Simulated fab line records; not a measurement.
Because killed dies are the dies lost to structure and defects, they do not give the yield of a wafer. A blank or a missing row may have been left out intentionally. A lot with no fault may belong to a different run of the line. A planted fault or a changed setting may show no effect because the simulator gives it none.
Matching of chambers -- flow n5-finfet -- 4 sister chambers for N5_HKMG_FIN_ALD_36 on ald-metal-02
The step deposits TiN, target thk 1 nm, pulse time 1 s, purge time 3 s. 18 wafers are shown with their chamber, then 9 later ones without.

== EACH WAFER AND ITS CHAMBER ==
wafer,chamber,heater-power-w (W),heater-power-outer-w (W),precursor-pulse-height-rel
L075.1,0,956,553,0.989
L075.4,3,909,561,0.992
L075.6,0,963,544,0.980
L076.2,2,928,571,0.974
L076.3,0,953,548,1.006
L076.4,1,789,528,1.001
L080.2,0,946,555,0.970
L080.3,1,809,533,1.018
L080.6,0,958,548,1.001
L082.1,3,893,559,1.005
L082.4,1,809,538,0.988
L082.5,2,911,590,0.996
L086.1,0,948,536,1.009
L086.2,2,949,577,1.004
L086.4,1,799,538,1.007
L090.1,1,794,535,0.986
L090.4,0,939,546,0.998
L090.5,3,907,581,0.973

SIGNATURES (means of the wafers above)
reading,chamber 0,chamber 1,chamber 2,chamber 3,scatter within a chamber
heater-power-w,951.86,800.00,929.33,903.00,10.7
heater-power-outer-w,547.14,534.40,579.33,567.00,7.5
precursor-pulse-height-rel,0.99329,1.00000,0.99133,0.99000,0.0145
Rule: a wafer's distance from a chamber is the root of the sum, over the readings, of the square of ((its reading less the chamber's mean) divided by the reading's scatter). If the next closest chamber is less than 2 further off than the closest, the wafer can't be placed; otherwise it belongs to the closest. The scatter: take each reading less its chamber's mean, square it, sum over the shown wafers, divide by the number of wafers less the number of chambers, and take the root.

== WAFERS WHOSE CHAMBER IS MISSING ==
wafer,heater-power-w (W),heater-power-outer-w (W),precursor-pulse-height-rel
L094.1,809,524,0.992
L094.4,965,549,0.997
L094.5,907,577,0.992
L095.1,969,544,1.018
L095.4,935,579,0.974
L095.6,878,575,0.982
L096.3,783,529,1.000
L096.5,899,576,1.006
L096.6,907,573,1.012

== THE CHAMBER EACH PASSED THROUGH ==
wafer,from the rows above,in truth
L094.1,1,1
L094.4,0,0
L094.5,can't be placed: 3 or 2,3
L095.1,0,0
L095.4,2,2
L095.6,3,3
L096.3,1,1
L096.5,can't be placed: 3 or 2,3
L096.6,can't be placed: 3 or 2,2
Correctly placed: 6 of 9. Cannot be placed on the basis of these rows: 3; the candidates contain the true chamber in 3. 0 placed wrongly.
